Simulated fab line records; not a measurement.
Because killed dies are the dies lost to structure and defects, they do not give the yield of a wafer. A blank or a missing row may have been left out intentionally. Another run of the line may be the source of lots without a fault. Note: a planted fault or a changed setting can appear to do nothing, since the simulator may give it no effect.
Chamber matching | flow nandHarc | pecvd-02 running NHARC_P_BONDPAD_DEP_00: 3 sister chambers
The step deposits SiCN, target thk 250 nm. 6 wafers are shown with their chamber, then 7 later ones without.

WAFERS, EACH WITH ITS CHAMBER
wafer  | chamber | heaterPowerOuterW (W) | heaterPowerW (W)
L401.5 | 1       | 287                   | 572
L402.6 | 2       | 451                   | 691
L403.5 | 1       | 300                   | 578
L403.6 | 2       | 429                   | 652
L416.2 | 0       | 441                   | 723
L416.5 | 0       | 448                   | 731

WAFERS WITH NO CHAMBER GIVEN
wafer  | heaterPowerOuterW (W) | heaterPowerW (W)
L416.6 | 458                   | 704
L418.2 | 309                   | 593
L418.3 | 386                   | 608
L418.6 | 391                   | 620
L419.1 | 292                   | 548
L419.3 | 427                   | 707
L419.4 | 451                   | 731

EACH ONE'S CHAMBER
wafer  | from the rows above     | in truth
L416.6 | can't be placed: 0 or 2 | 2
L418.2 | 1                       | 1
L418.3 | 2                       | 2
L418.6 | 2                       | 2
L419.1 | 1                       | 1
L419.3 | can't be placed: 0 or 2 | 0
L419.4 | 0                       | 0
Correctly placed: 5 of 7. From these rows, 2 cannot be placed; in 2 the true chamber is one of the candidates. Number placed wrongly: 0.
How it was worked out, from the rows above alone: a wafer's distance from a chamber is the root of the sum, over the readings, of the square of ((its reading less the chamber's mean) divided by the reading's scatter). If the next closest chamber is less than 2 further off than the closest, the wafer can't be placed; otherwise it belongs to the closest. A chamber's mean is the mean of its shown wafers. The scatter is the square root of a quotient: the sum, over the shown wafers, of each reading's squared deviation from its chamber's mean, divided by wafers minus chambers.
